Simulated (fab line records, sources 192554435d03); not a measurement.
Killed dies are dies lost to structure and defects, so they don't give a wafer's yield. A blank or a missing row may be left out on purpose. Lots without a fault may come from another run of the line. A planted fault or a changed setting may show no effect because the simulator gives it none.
Chamber matching | flow n5_finfet | N5_BEOL_M8_DESCUM_33 on rie_diel-03: 4 sister chambers
The step chemistry O2, time 7 s. 4 wafers are shown with their chamber, then 12 later ones without.

WAFERS WITH THEIR CHAMBER
wafer  | chamber | throttle_valve_pct (%)
L084.5 | 0       | 20.1
L088.3 | 1       | 21.1
L088.5 | 2       | 20.4
L088.6 | 3       | 20.1

WAFERS WITHOUT THEIR CHAMBER
wafer  | throttle_valve_pct (%)
L091.3 | 20.1
L091.4 | 20.1
L091.5 | 20.2
L092.1 | 20.1
L092.3 | 21.1
L092.6 | 20.4
L093.3 | 20.2
L093.5 | 20.2
L093.6 | 20.1
L095.1 | 21.1
L095.2 | 20.1
L095.3 | 20.2

WHICH CHAMBER EACH WENT THROUGH
wafer  | from the rows above          | in truth
L091.3 | can't be placed: 0 or 3      | 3
L091.4 | can't be placed: 0 or 3      | 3
L091.5 | can't be placed: 0 or 3 or 2 | 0
L092.1 | can't be placed: 0 or 3      | 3
L092.3 | 1                            | 1
L092.6 | 2                            | 2
L093.3 | can't be placed: 0 or 3 or 2 | 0
L093.5 | can't be placed: 0 or 3 or 2 | 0
L093.6 | can't be placed: 0 or 3      | 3
L095.1 | 1                            | 1
L095.2 | can't be placed: 0 or 3      | 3
L095.3 | can't be placed: 0 or 3 or 2 | 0
Placed correctly: 3 of 12. Can't be placed from these rows: 9 (the true chamber is among the candidates in 9). Placed wrongly: 0.
How it was worked out, from the rows above alone: a wafer's distance from a chamber is the root of the sum, over the readings, of the square of ((its reading less the chamber's mean) divided by the reading's scatter). The wafer belongs to the nearest chamber; if the next one is less than 2 further off, it can't be placed. A chamber's mean is the mean of its shown wafers. The scatter: with one shown wafer a chamber, the root of the mean of the squares of how far each hidden wafer lies from its nearest shown one.
